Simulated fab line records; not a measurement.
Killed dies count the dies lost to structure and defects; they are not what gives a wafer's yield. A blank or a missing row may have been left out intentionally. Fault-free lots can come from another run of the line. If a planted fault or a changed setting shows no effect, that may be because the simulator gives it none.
Matching of chambers    flow n5_finfet    rie_diel-06 running N5_MOL_CONTACT_COAG_ETCHBACK_132: 4 sister chambers
The step etches SiO2 in CHF3, target depth 10 nm, time 6.7 s. 18 wafers are shown with their chamber, then 9 later ones without.

== WAFERS, EACH WITH ITS CHAMBER ==
wafer   chamber  drypump_motor_current_A (A)  showerhead_plenum_p_Torr (Torr)  throttle_valve_pct (%)
L076.3  3        5.4                          2.28                             18.96
L076.5  3        5.4                          2.28                             18.95
L076.6  2        6.6                          2.27                             18.72
L077.2  3        5.4                          2.28                             18.95
L077.4  2        6.6                          2.27                             18.71
L077.5  0        5.6                          2.41                             18.82
L078.1  0        5.6                          2.41                             18.82
L078.3  1        4.9                          2.31                             19.09
L078.4  2        6.6                          2.26                             18.73
L083.4  3        5.5                          2.28                             18.97
L083.5  2        6.6                          2.26                             18.75
L083.6  3        5.5                          2.27                             18.97
L084.3  0        5.6                          2.40                             18.83
L084.4  3        5.5                          2.27                             18.99
L084.5  3        5.5                          2.27                             18.98
L085.2  2        6.6                          2.26                             18.74
L085.3  3        5.4                          2.27                             18.98
L085.5  2        6.6                          2.26                             18.77

SIGNATURES (means of the wafers above)
reading                   chamber 0  chamber 1  chamber 2  chamber 3  scatter within a chamber
drypump_motor_current_A   5.600      4.900      6.600      5.450      0.0378
showerhead_plenum_p_Torr  2.4067     2.3100     2.2633     2.2750     0.00535
throttle_valve_pct        18.8233    19.0900    18.7367    18.9688    0.0167
Rule: for each reading, subtract the chamber's mean from the wafer's reading, divide by that reading's scatter and square the result; add these up over the readings and take the root, which gives the wafer's distance from the chamber. The wafer belongs to the nearest chamber; if the next one is less than 2 further off, it can't be placed. The scatter is the square root of a quotient: the sum, over the shown wafers, of each reading's squared deviation from its chamber's mean, divided by wafers minus chambers.

== WAFERS WITH NO CHAMBER GIVEN ==
wafer   drypump_motor_current_A (A)  showerhead_plenum_p_Torr (Torr)  throttle_valve_pct (%)
L088.2  4.9                          2.31                             19.13
L088.4  5.6                          2.40                             18.86
L088.5  4.9                          2.31                             19.12
L091.3  5.6                          2.40                             18.85
L091.5  5.4                          2.27                             19.00
L091.6  5.6                          2.40                             18.85
L093.2  5.6                          2.40                             18.89
L093.3  6.6                          2.54                             18.39
L093.5  5.4                          2.27                             19.00

== THE CHAMBER EACH PASSED THROUGH ==
wafer    from the rows above   in truth
L088.2   1                     1
L088.4   0                     0
L088.5   1                     1
L091.3   0                     0
L091.5   3                     3
L091.6   0                     0
L093.2   0                     0
L093.3   0                     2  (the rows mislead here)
L093.5   3                     3
Placed correctly: 8 of 9. Can't be placed from these rows: 0. 1 placed wrongly.
